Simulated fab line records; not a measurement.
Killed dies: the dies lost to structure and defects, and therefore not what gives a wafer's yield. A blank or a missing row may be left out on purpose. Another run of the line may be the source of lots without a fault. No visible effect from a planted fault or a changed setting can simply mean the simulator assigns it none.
Chamber matching || flow n5Finfet || rieDiel-06 running N5_BEOL_M6_ETCH_62: 4 sister chambers
The step etches SOC in N2/H2, target depth 110 nm, overetch 22 nm, time 165 s. 22 wafers are shown with their chamber, then 11 later ones without.

== WAFERS, EACH WITH ITS CHAMBER ==
{"wafer": "L074.2", "chamber": 3, "drypumpMotorCurrentA (A)": 5.3, "showerheadPlenumPTorr (Torr)": 2.58, "throttleValvePct (%)": 17.71}
{"wafer": "L074.4", "chamber": 0, "drypumpMotorCurrentA (A)": 5.7, "showerheadPlenumPTorr (Torr)": 2.64, "throttleValvePct (%)": 17.65}
{"wafer": "L074.5", "chamber": 3, "drypumpMotorCurrentA (A)": 5.3, "showerheadPlenumPTorr (Torr)": 2.58, "throttleValvePct (%)": 17.70}
{"wafer": "L076.1", "chamber": 1, "drypumpMotorCurrentA (A)": 6.5, "showerheadPlenumPTorr (Torr)": 2.61, "throttleValvePct (%)": 18.20}
{"wafer": "L076.2", "chamber": 2, "drypumpMotorCurrentA (A)": 5.4, "showerheadPlenumPTorr (Torr)": 2.53, "throttleValvePct (%)": 17.80}
{"wafer": "L076.6", "chamber": 3, "drypumpMotorCurrentA (A)": 5.3, "showerheadPlenumPTorr (Torr)": 2.58, "throttleValvePct (%)": 17.72}
{"wafer": "L077.2", "chamber": 2, "drypumpMotorCurrentA (A)": 5.4, "showerheadPlenumPTorr (Torr)": 2.53, "throttleValvePct (%)": 17.82}
{"wafer": "L077.3", "chamber": 0, "drypumpMotorCurrentA (A)": 5.7, "showerheadPlenumPTorr (Torr)": 2.64, "throttleValvePct (%)": 17.66}
{"wafer": "L077.4", "chamber": 3, "drypumpMotorCurrentA (A)": 5.3, "showerheadPlenumPTorr (Torr)": 2.58, "throttleValvePct (%)": 17.70}
{"wafer": "L081.2", "chamber": 0, "drypumpMotorCurrentA (A)": 5.7, "showerheadPlenumPTorr (Torr)": 2.64, "throttleValvePct (%)": 17.67}
{"wafer": "L081.3", "chamber": 2, "drypumpMotorCurrentA (A)": 5.4, "showerheadPlenumPTorr (Torr)": 2.53, "throttleValvePct (%)": 17.82}
{"wafer": "L081.5", "chamber": 0, "drypumpMotorCurrentA (A)": 5.8, "showerheadPlenumPTorr (Torr)": 2.64, "throttleValvePct (%)": 17.67}
{"wafer": "L079.3", "chamber": 3, "drypumpMotorCurrentA (A)": 5.3, "showerheadPlenumPTorr (Torr)": 2.57, "throttleValvePct (%)": 17.73}
{"wafer": "L079.4", "chamber": 3, "drypumpMotorCurrentA (A)": 5.3, "showerheadPlenumPTorr (Torr)": 2.57, "throttleValvePct (%)": 17.73}
{"wafer": "L079.6", "chamber": 2, "drypumpMotorCurrentA (A)": 5.4, "showerheadPlenumPTorr (Torr)": 2.53, "throttleValvePct (%)": 17.82}
{"wafer": "L083.1", "chamber": 0, "drypumpMotorCurrentA (A)": 5.8, "showerheadPlenumPTorr (Torr)": 2.64, "throttleValvePct (%)": 17.67}
{"wafer": "L083.2", "chamber": 3, "drypumpMotorCurrentA (A)": 5.3, "showerheadPlenumPTorr (Torr)": 2.57, "throttleValvePct (%)": 17.73}
{"wafer": "L083.3", "chamber": 2, "drypumpMotorCurrentA (A)": 5.4, "showerheadPlenumPTorr (Torr)": 2.53, "throttleValvePct (%)": 17.84}
{"wafer": "L084.1", "chamber": 2, "drypumpMotorCurrentA (A)": 5.4, "showerheadPlenumPTorr (Torr)": 2.52, "throttleValvePct (%)": 17.84}
{"wafer": "L084.3", "chamber": 1, "drypumpMotorCurrentA (A)": 6.5, "showerheadPlenumPTorr (Torr)": 2.61, "throttleValvePct (%)": 17.79}
{"wafer": "L084.6", "chamber": 2, "drypumpMotorCurrentA (A)": 5.4, "showerheadPlenumPTorr (Torr)": 2.52, "throttleValvePct (%)": 17.84}
{"wafer": "L088.2", "chamber": 3, "drypumpMotorCurrentA (A)": 5.3, "showerheadPlenumPTorr (Torr)": 2.57, "throttleValvePct (%)": 17.75}

SIGNATURES, as means of the wafers listed above
{"reading": "drypumpMotorCurrentA", "chamber 0": 5.740, "chamber 1": 6.500, "chamber 2": 5.400, "chamber 3": 5.300, "scatter within a chamber": 0.0258}
{"reading": "showerheadPlenumPTorr", "chamber 0": 2.6400, "chamber 1": 2.6100, "chamber 2": 2.5271, "chamber 3": 2.5750, "scatter within a chamber": 0.00436}
{"reading": "throttleValvePct", "chamber 0": 17.6640, "chamber 1": 17.9950, "chamber 2": 17.8257, "chamber 3": 17.7213, "scatter within a chamber": 0.0699}
Rule: for a wafer and a chamber, the distance is found by dividing, reading by reading, the gap between the wafer's reading and the chamber's mean by the reading's scatter, squaring, summing and taking the root. The wafer belongs to the nearest chamber; if the next one is less than 2 further off, it can't be placed. The scatter is the square root of a quotient: the sum, over the shown wafers, of each reading's squared deviation from its chamber's mean, divided by wafers minus chambers.

== WAFERS WHOSE CHAMBER IS MISSING ==
{"wafer": "L088.3", "drypumpMotorCurrentA (A)": 5.4, "showerheadPlenumPTorr (Torr)": 2.52, "throttleValvePct (%)": 17.84}
{"wafer": "L088.6", "drypumpMotorCurrentA (A)": 5.3, "showerheadPlenumPTorr (Torr)": 2.57, "throttleValvePct (%)": 17.75}
{"wafer": "L092.1", "drypumpMotorCurrentA (A)": 6.5, "showerheadPlenumPTorr (Torr)": 2.60, "throttleValvePct (%)": 17.81}
{"wafer": "L092.4", "drypumpMotorCurrentA (A)": 5.4, "showerheadPlenumPTorr (Torr)": 2.52, "throttleValvePct (%)": 17.84}
{"wafer": "L092.5", "drypumpMotorCurrentA (A)": 6.5, "showerheadPlenumPTorr (Torr)": 2.61, "throttleValvePct (%)": 17.81}
{"wafer": "L087.1", "drypumpMotorCurrentA (A)": 6.5, "showerheadPlenumPTorr (Torr)": 2.60, "throttleValvePct (%)": 17.81}
{"wafer": "L087.3", "drypumpMotorCurrentA (A)": 5.4, "showerheadPlenumPTorr (Torr)": 2.52, "throttleValvePct (%)": 17.87}
{"wafer": "L087.5", "drypumpMotorCurrentA (A)": 5.4, "showerheadPlenumPTorr (Torr)": 2.52, "throttleValvePct (%)": 17.86}
{"wafer": "L093.1", "drypumpMotorCurrentA (A)": 5.4, "showerheadPlenumPTorr (Torr)": 2.52, "throttleValvePct (%)": 17.87}
{"wafer": "L093.4", "drypumpMotorCurrentA (A)": 5.3, "showerheadPlenumPTorr (Torr)": 2.56, "throttleValvePct (%)": 17.77}
{"wafer": "L093.5", "drypumpMotorCurrentA (A)": 6.5, "showerheadPlenumPTorr (Torr)": 2.60, "throttleValvePct (%)": 17.81}

== WHICH CHAMBER EACH ONE RAN IN ==
{"wafer": "L088.3", "from the rows above": 2, "in truth": 2}
{"wafer": "L088.6", "from the rows above": 3, "in truth": 3}
{"wafer": "L092.1", "from the rows above": 1, "in truth": 1}
{"wafer": "L092.4", "from the rows above": 2, "in truth": 2}
{"wafer": "L092.5", "from the rows above": 1, "in truth": 1}
{"wafer": "L087.1", "from the rows above": 1, "in truth": 1}
{"wafer": "L087.3", "from the rows above": 2, "in truth": 2}
{"wafer": "L087.5", "from the rows above": 2, "in truth": 2}
{"wafer": "L093.1", "from the rows above": 2, "in truth": 2}
{"wafer": "L093.4", "from the rows above": 3, "in truth": 3}
{"wafer": "L093.5", "from the rows above": 1, "in truth": 1}
11 of 11 placed correctly. Not placeable from these rows: 0. Placed wrongly: 0.
